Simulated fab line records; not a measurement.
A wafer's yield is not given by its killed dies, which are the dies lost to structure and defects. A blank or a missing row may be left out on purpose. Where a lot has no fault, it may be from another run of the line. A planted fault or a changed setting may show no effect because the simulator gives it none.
Check for tools in common | flow n5Finfet | Sampled: 11 lots, 33 wafers

== THE REASON FOR OPENING IT ==
Of 11 lots, 3 have the reading M5_ILD_THK flagged at N5_BEOL_M5_THK_MEAS_01. Fault-free wafers read 121.0 nm, with a standard deviation of 1.3.
Rule: a lot is flagged in two cases, either no wafer of it has a number, or all its wafers with numbers fall more than 4 standard deviations from that mean. The other lots count as sound.

lot  | measured     | on           | M5_ILD_THK (nm), wafer by wafer | flag
L466 | day 8 22:33  | filmMetro-02 | 119.6 119.7 120.7               | 
L471 | day 10 07:35 | filmMetro-02 | 120.3 122.3 122.3               | 
L474 | day 10 12:50 | filmMetro-01 | 141.4 138.3 142.4               | FLAGGED
L473 | day 10 17:58 | filmMetro-02 | 141.5 140.6 139.9               | FLAGGED
L475 | day 11 03:36 | filmMetro-01 | 138.5 140.2 141.2               | FLAGGED
L479 | day 11 19:32 | filmMetro-01 | 119.1 120.7 121.8               | 
L481 | day 12 14:40 | filmMetro-01 | 120.1 121.5 121.8               | 
L480 | day 12 20:14 | filmMetro-01 | 121.5 122.5 121.2               | 
L482 | day 12 21:50 | filmMetro-01 | 118.7 122.2 122.6               | 
L483 | day 13 14:22 | filmMetro-02 | 118.8 120.9 120.7               | 
L485 | day 14 04:17 | filmMetro-01 | 120.4 119.0 121.1               | 
The numbers of the flagged lots are 140.4 nm on average: +19.4 nm against the usual, or +15 standard deviations.

== WHICH TOOL EACH LOT WENT THROUGH ==
3 process steps preceding the reading are held in the record, out of 1938 steps in the route. Each cell gives the tool, then ch followed by the chambers the sampled wafers passed through, then the start.
lot  | flag    | N5_BEOL_M4_SURFACE_TREAT_85 | N5_BEOL_M4_ANNEAL_49        | N5_BEOL_M5_CURE_79
L466 |         | pvdSputter-01, day 8 17:05  | pvdSputter-02, day 8 18:07  | uvCure-01 ch 0, day 8 22:02
L471 |         | pvdSputter-02, day 10 02:51 | pvdSputter-01, day 10 03:16 | uvCure-01 ch 1, day 10 07:14
L474 | FLAGGED | pvdSputter-01, day 10 07:58 | pvdSputter-01, day 10 08:30 | uvCure-01 ch 0, day 10 12:18
L473 | FLAGGED | pvdSputter-03, day 10 13:09 | pvdSputter-01, day 10 13:37 | uvCure-03 ch 0, day 10 17:36
L475 | FLAGGED | pvdSputter-01, day 10 22:57 | pvdSputter-03, day 10 23:15 | uvCure-03 ch 1, day 11 03:10
L479 |         | pvdSputter-03, day 11 14:38 | pvdSputter-01, day 11 14:59 | uvCure-03 ch 2, day 11 19:02
L481 |         | pvdSputter-02, day 12 09:20 | pvdSputter-01, day 12 09:49 | uvCure-03 ch 2, day 12 14:14
L480 |         | pvdSputter-02, day 12 15:12 | pvdSputter-02, day 12 15:33 | uvCure-02 ch 2, day 12 19:58
L482 |         | pvdSputter-01, day 12 16:23 | pvdSputter-01, day 12 16:56 | uvCure-02 ch 2, day 12 21:19
L483 |         | pvdSputter-03, day 13 09:41 | pvdSputter-03, day 13 10:03 | uvCure-01 ch 0, day 13 13:56
L485 |         | pvdSputter-03, day 13 21:53 | pvdSputter-02, day 13 23:56 | uvCure-03 ch 2, day 14 03:46
What these steps do:
- N5_BEOL_M4_SURFACE_TREAT_85
- N5_BEOL_M4_ANNEAL_49: time 240 s.
- N5_BEOL_M5_CURE_79: cures SiCOH lowk, time 240 s.
- N5_BEOL_M5_THK_MEAS_01

== FLAGGED OVER TOTAL, TOOL BY TOOL (the gauges that took the reading come last) ==
step                        | tool          | lots run | flagged | share of the flagged lots | sound lots run after its first flagged lot
N5_BEOL_M4_SURFACE_TREAT_85 | pvdSputter-01 | 4        | 2       | some                      | 1 (L482)
N5_BEOL_M4_SURFACE_TREAT_85 | pvdSputter-02 | 3        | 0       | none                      | -
N5_BEOL_M4_SURFACE_TREAT_85 | pvdSputter-03 | 4        | 1       | some                      | 3 (L479,L483,L485)
N5_BEOL_M4_ANNEAL_49        | pvdSputter-01 | 6        | 2       | some                      | 3 (L479,L481,L482)
N5_BEOL_M4_ANNEAL_49        | pvdSputter-02 | 3        | 0       | none                      | -
N5_BEOL_M4_ANNEAL_49        | pvdSputter-03 | 2        | 1       | some                      | 1 (L483)
N5_BEOL_M5_CURE_79          | uvCure-01     | 4        | 1       | some                      | 1 (L483)
N5_BEOL_M5_CURE_79          | uvCure-02     | 2        | 0       | none                      | -
N5_BEOL_M5_CURE_79          | uvCure-03     | 5        | 2       | some                      | 3 (L479,L481,L485)
N5_BEOL_M5_THK_MEAS_01      | filmMetro-01  | 7        | 2       | some                      | 5 (L479,L481,L480,L482,L485)
N5_BEOL_M5_THK_MEAS_01      | filmMetro-02  | 4        | 1       | some                      | 1 (L483)

== THE TABLE: WHAT IT ALLOWS ==
No row of the table ran every flagged lot.

== WHAT THE SIMULATOR PUT IN ==
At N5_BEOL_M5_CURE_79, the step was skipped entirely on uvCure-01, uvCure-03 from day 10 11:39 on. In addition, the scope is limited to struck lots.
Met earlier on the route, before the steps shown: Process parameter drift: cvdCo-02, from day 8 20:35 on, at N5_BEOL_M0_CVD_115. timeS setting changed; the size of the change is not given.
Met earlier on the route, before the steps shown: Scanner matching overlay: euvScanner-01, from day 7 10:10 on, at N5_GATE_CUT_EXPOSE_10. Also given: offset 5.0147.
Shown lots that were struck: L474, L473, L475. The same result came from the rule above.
